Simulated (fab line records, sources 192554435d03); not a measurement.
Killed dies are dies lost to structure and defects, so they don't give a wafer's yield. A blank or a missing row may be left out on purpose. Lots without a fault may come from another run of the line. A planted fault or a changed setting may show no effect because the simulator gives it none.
Which tool did it? | flow n5_finfet | 24 lots, 72 wafers sampled, at 4 steps of a route of 1938

WHAT THE GAUGES READ, wafer by wafer
N5_BEOL_M13_INSPECT_55: inspects for defects (darkfield). Usual: raw_defect_count 71, standard deviation 25.
lot  | measured     | on                | raw_defect_count | flag
L074 | day 10 22:24 | defect_inspect-01 | 58 47 82         |
L075 | day 12 03:15 | defect_inspect-01 | 47 39 54         |
L076 | day 12 03:43 | defect_inspect-02 | 94 85 62         |
L079 | day 12 05:38 | defect_inspect-01 | 59 56 86         |
L077 | day 12 09:25 | defect_inspect-02 | 162 118 78       |
L078 | day 12 15:26 | defect_inspect-01 | 73 59 59         |
L080 | day 12 17:11 | defect_inspect-01 | 63 62 41         |
L081 | day 13 06:53 | defect_inspect-02 | 69 74 74         |
L082 | day 13 13:22 | defect_inspect-02 | 53 49 74         |
L083 | day 13 19:29 | defect_inspect-02 | 44 43 37         |
L084 | day 14 04:43 | defect_inspect-01 | 83 47 61         |
L086 | day 14 05:44 | defect_inspect-02 | 74 129 173       |
L085 | day 14 15:10 | defect_inspect-01 | 91 77 94         |
L088 | day 14 17:38 | defect_inspect-02 | 65 103 82        |
L087 | day 14 20:34 | defect_inspect-01 | 72 90 51         |
L090 | day 15 10:16 | defect_inspect-02 | 34 27 42         |
L089 | day 15 13:30 | defect_inspect-01 | 66 74 56         |
L091 | day 15 20:28 | defect_inspect-01 | 84 55 69         |
L092 | day 15 20:04 | defect_inspect-01 | 107 71 108       |
L093 | day 16 05:44 | defect_inspect-02 | 79 55 85         |
L094 | day 16 09:33 | defect_inspect-01 | 49 61 68         |
L096 | day 17 03:46 | defect_inspect-02 | 72 56 56         |
L095 | day 17 04:03 | defect_inspect-01 | 30 96 106        |
L097 | day 17 10:05 | defect_inspect-01 | 83 91 97         |

WHICH TOOL RAN EACH LOT (tool, then ch and the chambers of the sampled wafers, then the start)
lot  | N5_BEOL_M12_ANNEAL_48            | N5_BEOL_M13_VIA_ETCH_16            | N5_BEOL_M13_DEP_53
L074 | rtp_anneal-02 ch 0, day 10 15:26 | rie_diel-04 ch 2,3, day 10 16:56   | pecvd-03 ch 0,1,2, day 10 22:18
L075 | rtp_anneal-01 ch 0, day 11 12:59 | rie_diel-01 ch 0,3, day 11 14:23   | pecvd-04 ch 1,2, day 12 03:10
L076 | rtp_anneal-01 ch 0, day 11 13:50 | rie_diel-03 ch 0,1,3, day 11 15:20 | pecvd-01 ch 0,1,2, day 12 03:37
L079 | rtp_anneal-02 ch 0, day 11 22:34 | rie_diel-01 ch 1,2,3, day 11 23:59 | pecvd-04 ch 0,1, day 12 05:32
L077 | rtp_anneal-01 ch 0, day 12 03:30 | rie_diel-04 ch 0,1,3, day 12 05:13 | pecvd-04 ch 1,2, day 12 09:19
L078 | rtp_anneal-01 ch 0, day 12 06:20 | rie_diel-01 ch 2,3, day 12 07:53   | pecvd-03 ch 0,1, day 12 15:20
L080 | rtp_anneal-01 ch 0, day 12 11:07 | rie_diel-04 ch 1,2, day 12 12:40   | pecvd-03 ch 0,2, day 12 17:05
L081 | rtp_anneal-01 ch 0, day 12 23:42 | rie_diel-04 ch 0,1,2, day 13 01:07 | pecvd-01 ch 0,1,2, day 13 06:48
L082 | rtp_anneal-02 ch 0, day 13 05:37 | rie_diel-04 ch 0,2,3, day 13 07:08 | pecvd-01 ch 0,2, day 13 13:17
L083 | rtp_anneal-01 ch 0, day 13 12:39 | rie_diel-01 ch 0,1, day 13 13:55   | pecvd-01 ch 0,1,2, day 13 19:24
L084 | rtp_anneal-01 ch 0, day 13 22:53 | rie_diel-03 ch 1,3, day 14 00:16   | pecvd-01 ch 0,1,2, day 14 04:37
L086 | rtp_anneal-01 ch 0, day 14 00:15 | rie_diel-04 ch 0,1,2, day 14 01:40 | pecvd-03 ch 0,1,2, day 14 05:39
L085 | rtp_anneal-02 ch 0, day 14 10:11 | rie_diel-03 ch 1,3, day 14 11:52   | pecvd-01 ch 0,1, day 14 15:04
L088 | rtp_anneal-02 ch 0, day 14 11:33 | rie_diel-01 ch 1,3, day 14 13:01   | pecvd-04 ch 0,1, day 14 17:32
L087 | rtp_anneal-02 ch 0, day 14 13:14 | rie_diel-04 ch 1,2, day 14 14:39   | pecvd-03 ch 0,1,2, day 14 20:28
L090 | rtp_anneal-01 ch 0, day 15 02:56 | rie_diel-01 ch 0,2, day 15 04:44   | pecvd-04 ch 0,1,2, day 15 10:10
L089 | rtp_anneal-02 ch 0, day 15 04:31 | rie_diel-03 ch 0,3, day 15 06:13   | pecvd-04 ch 0,1,2, day 15 13:25
L091 | rtp_anneal-01 ch 0, day 15 12:19 | rie_diel-04 ch 0,3, day 15 14:04   | pecvd-04 ch 1,2, day 15 20:23
L092 | rtp_anneal-02 ch 0, day 15 12:23 | rie_diel-01 ch 0,2, day 15 14:34   | pecvd-01 ch 0,1, day 15 19:59
L093 | rtp_anneal-02 ch 0, day 16 00:11 | rie_diel-04 ch 0,3, day 16 01:36   | pecvd-04 ch 0,1,2, day 16 05:38
L094 | rtp_anneal-02 ch 0, day 16 01:16 | rie_diel-03 ch 1,2,3, day 16 02:50 | pecvd-04 ch 0,1,2, day 16 09:27
L096 | rtp_anneal-01 ch 0, day 16 20:56 | rie_diel-01 ch 2,3, day 16 22:23   | pecvd-03 ch 0,2, day 17 03:40
L095 | rtp_anneal-01 ch 0, day 16 21:17 | rie_diel-04 ch 1,2,3, day 16 22:39 | pecvd-01 ch 0,1,2, day 17 03:58
L097 | rtp_anneal-02 ch 0, day 17 03:04 | rie_diel-04 ch 0,1,2, day 17 04:30 | pecvd-01 ch 0,1,2, day 17 10:00
- N5_BEOL_M12_ANNEAL_48: time 90 s.
- N5_BEOL_M13_VIA_ETCH_16: etches SiOC in C4F8/O2/Ar, target depth 921.7 nm.
- N5_BEOL_M13_DEP_53: deposits SiCN from 3MS/NH3, target thk 50 nm, time 17.8 s.

WHAT THE TOOLS THEMSELVES READ (means of the sampled wafers that have a number; where no wafer has one, the mark that the record gives instead)
N5_BEOL_M12_ANNEAL_48. Usual: wafer_temp_C_max 226.25, standard deviation 0.27.
lot  | tool          | wafer_temp_C_max | flag
L074 | rtp_anneal-02 | 226.14           |
L075 | rtp_anneal-01 | 226.17           |
L076 | rtp_anneal-01 | 226.41           |
L079 | rtp_anneal-02 | 226.51           |
L077 | rtp_anneal-01 | 226.38           |
L078 | rtp_anneal-01 | 226.39           |
L080 | rtp_anneal-01 | 226.41           |
L081 | rtp_anneal-01 | 226.26           |
L082 | rtp_anneal-02 | 226.36           |
L083 | rtp_anneal-01 | 226.23           |
L084 | rtp_anneal-01 | 226.28           |
L086 | rtp_anneal-01 | 226.18           |
L085 | rtp_anneal-02 | 226.27           |
L088 | rtp_anneal-02 | 226.36           |
L087 | rtp_anneal-02 | 226.43           |
L090 | rtp_anneal-01 | 226.01           |
L089 | rtp_anneal-02 | 226.27           |
L091 | rtp_anneal-01 | 226.62           |
L092 | rtp_anneal-02 | 226.29           |
L093 | rtp_anneal-02 | 226.16           |
L094 | rtp_anneal-02 | 226.24           |
L096 | rtp_anneal-01 | 225.99           |
L095 | rtp_anneal-01 | 226.43           |
L097 | rtp_anneal-02 | 226.29           |

N5_BEOL_M13_VIA_ETCH_16. Usual: bias_w 699.9 W, standard deviation 2.4; drypump_motor_current_A 5.9 A, standard deviation 0.6; he_outer_torr 30.00 Torr, standard deviation 0.058; mfc_ar_sccm 400.0 sccm, standard deviation 1.3; oes_product_au 0.74 a.u., standard deviation 0.084; rf_vpp_V 666 V, standard deviation 3.4; showerhead_plenum_p_Torr 3.44 Torr, standard deviation 0.12; throttle_valve_pct 24.17 %, standard deviation 0.19.
lot  | tool        | bias_w (W) | drypump_motor_current_A (A) | he_outer_torr (Torr) | mfc_ar_sccm (sccm) | oes_product_au (a.u.) | rf_vpp_V (V) | showerhead_plenum_p_Torr (Torr) | throttle_valve_pct (%) | flag
L074 | rie_diel-04 | 698.8      | 6.6                         | 30.02                | 401.0              | 0.61                  | 662          | 3.28                            | 24.08                  |
L075 | rie_diel-01 | 703.4      | 6.1                         | 29.99                | 398.7              | 0.72                  | 666          | 3.39                            | 23.98                  |
L076 | rie_diel-03 | 702.0      | 5.9                         | 30.00                | 400.8              | 0.70                  | 667          | 3.47                            | 24.07                  |
L079 | rie_diel-01 | 697.8      | 5.8                         | 29.97                | 400.9              | 0.78                  | 664          | 3.38                            | 24.17                  |
L077 | rie_diel-04 | 699.2      | 5.8                         | 29.99                | 399.4              | 0.69                  | 665          | 3.42                            | 24.22                  |
L078 | rie_diel-01 | 697.6      | 6.4                         | 30.07                | 399.7              | 0.77                  | 663          | 3.33                            | 24.18                  |
L080 | rie_diel-04 | 699.1      | 5.9                         | 29.94                | 400.9              | 0.86                  | 665          | 3.40                            | 24.11                  |
L081 | rie_diel-04 | 698.6      | 5.6                         | 30.02                | 398.7              | 0.77                  | 667          | 3.46                            | 24.25                  |
L082 | rie_diel-04 | 699.3      | 6.1                         | 29.98                | 400.3              | 0.71                  | 664          | 3.37                            | 24.16                  |
L083 | rie_diel-01 | 699.9      | 5.5                         | 30.02                | 400.6              | 0.79                  | 670          | 3.56                            | 24.05                  |
L084 | rie_diel-03 | 700.8      | 6.3                         | 30.06                | 399.8              | 0.72                  | 670          | 3.58                            | 24.05                  |
L086 | rie_diel-04 | 700.8      | 5.6                         | 29.99                | 401.3              | 0.77                  | 667          | 3.46                            | 24.25                  |
L085 | rie_diel-03 | 700.9      | 6.2                         | 30.02                | 400.8              | 0.67                  | 670          | 3.55                            | 24.18                  |
L088 | rie_diel-01 | 700.7      | 5.2                         | 30.05                | 400.5              | 0.75                  | 665          | 3.41                            | 24.20                  |
L087 | rie_diel-04 | 699.8      | 5.6                         | 30.03                | 401.1              | 0.80                  | 665          | 3.44                            | 24.20                  |
L090 | rie_diel-01 | 699.7      | 6.1                         | 29.99                | 399.4              | 0.78                  | 668          | 3.50                            | 24.06                  |
L089 | rie_diel-03 | 702.4      | 6.0                         | 30.04                | 400.5              | 0.71                  | 667          | 3.49                            | 23.99                  |
L091 | rie_diel-04 | 699.0      | 6.3                         | 30.01                | 399.8              | 0.78                  | 670          | 3.59                            | 23.97                  |
L092 | rie_diel-01 | 702.2      | 6.1                         | 29.98                | 398.7              | 0.78                  | 669          | 3.50                            | 24.07                  |
L093 | rie_diel-04 | 698.2      | 5.8                         | 29.98                | 399.5              | 0.72                  | 669          | 3.55                            | 24.22                  |
L094 | rie_diel-03 | 701.4      | 6.0                         | 30.00                | 400.0              | 0.66                  | 667          | 3.50                            | 24.23                  |
L096 | rie_diel-01 | 699.6      | 6.3                         | 29.93                | 400.0              | 0.69                  | 663          | 3.30                            | 24.14                  |
L095 | rie_diel-04 | 697.3      | 6.1                         | 29.98                | 399.8              | 0.80                  | 667          | 3.48                            | 24.03                  |
L097 | rie_diel-04 | 699.3      | 5.6                         | 29.99                | 398.9              | 0.74                  | 666          | 3.44                            | 24.29                  |

N5_BEOL_M13_DEP_53. Usual: showerhead_plenum_p_Torr 4.162 Torr, standard deviation 0.015; throttle_valve_pct 17.9 %, standard deviation 1.2.
lot  | tool     | showerhead_plenum_p_Torr (Torr) | throttle_valve_pct (%) | flag
L074 | pecvd-03 | 4.158                           | 19.1                   |
L075 | pecvd-04 | 4.145                           | 17.2                   |
L076 | pecvd-01 | 4.164                           | 18.1                   |
L079 | pecvd-04 | 4.166                           | 16.9                   |
L077 | pecvd-04 | 4.136                           | 17.1                   |
L078 | pecvd-03 | 4.168                           | 19.7                   |
L080 | pecvd-03 | 4.163                           | 18.9                   |
L081 | pecvd-01 | 4.166                           | 18.1                   |
L082 | pecvd-01 | 4.165                           | 17.3                   |
L083 | pecvd-01 | 4.156                           | 18.2                   |
L084 | pecvd-01 | 4.163                           | 18.1                   |
L086 | pecvd-03 | 4.165                           | 19.2                   |
L085 | pecvd-01 | 4.168                           | 19.1                   |
L088 | pecvd-04 | 4.169                           | 16.9                   |
L087 | pecvd-03 | 4.164                           | 19.1                   |
L090 | pecvd-04 | 4.157                           | 17.0                   |
L089 | pecvd-04 | 4.157                           | 16.9                   |
L091 | pecvd-04 | 4.146                           | 17.4                   |
L092 | pecvd-01 | 4.164                           | 19.0                   |
L093 | pecvd-04 | 4.158                           | 17.0                   |
L094 | pecvd-04 | 4.155                           | 17.0                   |
L096 | pecvd-03 | 4.160                           | 18.9                   |
L095 | pecvd-01 | 4.174                           | 18.0                   |
L097 | pecvd-01 | 4.167                           | 18.1                   |

THE ANSWER, worked out from the rows above alone
Rule: a lot is off if the mean of its wafers that have a number lies more than 3 standard deviations from the usual mean. A lot without any number at a reading at which 4 lots or more have one is off too. The other lots that the step has rows for count as sound. The gauges are gone through in route order, then the tools' own readings, and for those a lot's mean is taken as printed above. The first step at which some lot is off is used, and at that step the reading that is off furthest; a lot without a number counts as furthest.
No lot is off at any reading shown: from this, nothing can be told.

WHAT THE SIMULATOR HAD PUT IN
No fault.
